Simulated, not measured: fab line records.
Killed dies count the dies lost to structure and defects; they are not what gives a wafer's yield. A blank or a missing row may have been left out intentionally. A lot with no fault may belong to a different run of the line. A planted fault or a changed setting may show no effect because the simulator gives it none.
Split-lot study + flow n5 finfet + 21 wafers read from 7 lots, route of 1938 steps

THE SPLIT
At N5_ZERO_LAYER_COAT_05 (resist thk 1000 nm), the setting spin rpm was moved away from the recipe's 1500 rpm on 4 of the 21 wafers read, by -2.8% to +6.1%. The other wafers ran this setting at the recipe's value.

There is no step in the file separating the split from the reading.

THE READING
coat_of_ZERO_LAYER_COAT_05.thk nm (the simulator's own value, which no gauge read), in nm, at N5_ZERO_LAYER_ETCH_18 (etches Si in HBr/Cl2, target depth 120 nm, time 40 s). No usual value for it is given in the file. The 17 wafers here that ran the recipe average 930.8 nm, standard deviation 4 nm.

| wafer  | tool, chamber at the split | spin rpm as run, rpm | against the recipe | coat_of_ZERO_LAYER_COAT_05.thk nm, nm | against lot-mates on the recipe |
|--------|----------------------------|----------------------|--------------------|---------------------------------------|---------------------------------|
| L076.2 | litho track-02, 0          | 1500                 | recipe             | 927.2                                 | -                               |
| L076.5 | litho track-02, 0          | 1500                 | recipe             | 932.2                                 | -                               |
| L076.6 | litho track-02, 0          | 1500                 | recipe             | 929.7                                 | -                               |
| L077.1 | litho track-02, 0          | 1500                 | recipe             | 930.4                                 | -                               |
| L077.2 | litho track-02, 0          | 1500                 | recipe             | 930.7                                 | -                               |
| L077.4 | litho track-02, 0          | 1500                 | recipe             | 935.3                                 | -                               |
| L082.1 | litho track-01, 0          | 1500                 | recipe             | 936.9                                 | -                               |
| L082.4 | litho track-01, 0          | 1500                 | recipe             | 928.2                                 | -                               |
| L082.5 | litho track-01, 0          | 1577                 | +5.1%              | 907.1                                 | -25.4                           |
| L083.2 | litho track-01, 0          | 1500                 | recipe             | 936.1                                 | -                               |
| L083.3 | litho track-01, 0          | 1500                 | recipe             | 938                                   | -                               |
| L083.5 | litho track-01, 0          | 1458                 | -2.8%              | 950.2                                 | +13.2                           |
| L090.1 | litho track-03, 0          | 1591                 | +6.1%              | 903.2                                 | -25.5                           |
| L090.2 | litho track-03, 0          | 1591                 | +6.1%              | 906.3                                 | -22.4                           |
| L090.5 | litho track-03, 0          | 1500                 | recipe             | 928.7                                 | -                               |
| L094.3 | litho track-03, 0          | 1500                 | recipe             | 926.3                                 | -                               |
| L094.4 | litho track-03, 0          | 1500                 | recipe             | 927.7                                 | -                               |
| L094.6 | litho track-03, 0          | 1500                 | recipe             | 922.9                                 | -                               |
| L096.1 | litho track-02, 0          | 1500                 | recipe             | 927.8                                 | -                               |
| L096.2 | litho track-02, 0          | 1500                 | recipe             | 931.5                                 | -                               |
| L096.5 | litho track-02, 0          | 1500                 | recipe             | 933.4                                 | -                               |

FIT RESULTS
A straight line over all 21 wafers: coat_of_ZERO_LAYER_COAT_05.thk nm changes by -4.63 nm for each +1% of spin rpm; r = -0.93; the points scatter about the line by 4.1 nm.
The same after taking each lot's own level away (the mean of its wafers on the recipe; 21 wafers): -4.26 nm for each +1%; r = -0.97; scatter 2.5 nm.
On that fit, the largest move of spin rpm shifts the reading by 26 nm.
The span of the lots' own levels, 925.63 to 937.05 nm, comes to 2.8 times the standard deviation stated above.
Consequently the slope shifts little with the lot-to-lot level, the two slopes agreeing.
Check: for one of the wafers moved furthest among these (+6.1%), held out of the fit, the line's prediction against its lot-mates is -25.9 nm. It came out at -25.5 nm against them.

THE WHOLE CHAIN: every reading that the file lists as answering this split, in the file's order
| step                   | what it does                                         | reading                                                                            | change (the file's fit)              | r (the file's) |
|------------------------|------------------------------------------------------|------------------------------------------------------------------------------------|--------------------------------------|----------------|
| N5_ZERO_LAYER_COAT_05  | resist thk 1000 nm                                   | coat_of_ZERO_LAYER_COAT_05.thk nm (the simulator's own value, which no gauge read) | -4.57 nm for each +1% of the setting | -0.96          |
| N5_ZERO_LAYER_ETCH_18  | etches Si in HBr/Cl2, target depth 120 nm, time 40 s | coat_of_ZERO_LAYER_COAT_05.thk nm (the simulator's own value, which no gauge read) | -4.41 nm for each +1% of the setting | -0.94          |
| N5_ZERO_LAYER_STRIP_24 | strips in O2                                         | strip time to endpoint s                                                           | withheld for each +1% of the setting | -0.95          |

FILE'S OWN FIT
coat_of_ZERO_LAYER_COAT_05.thk nm changes by -4.41 nm for each +1% of spin rpm, r = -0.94.
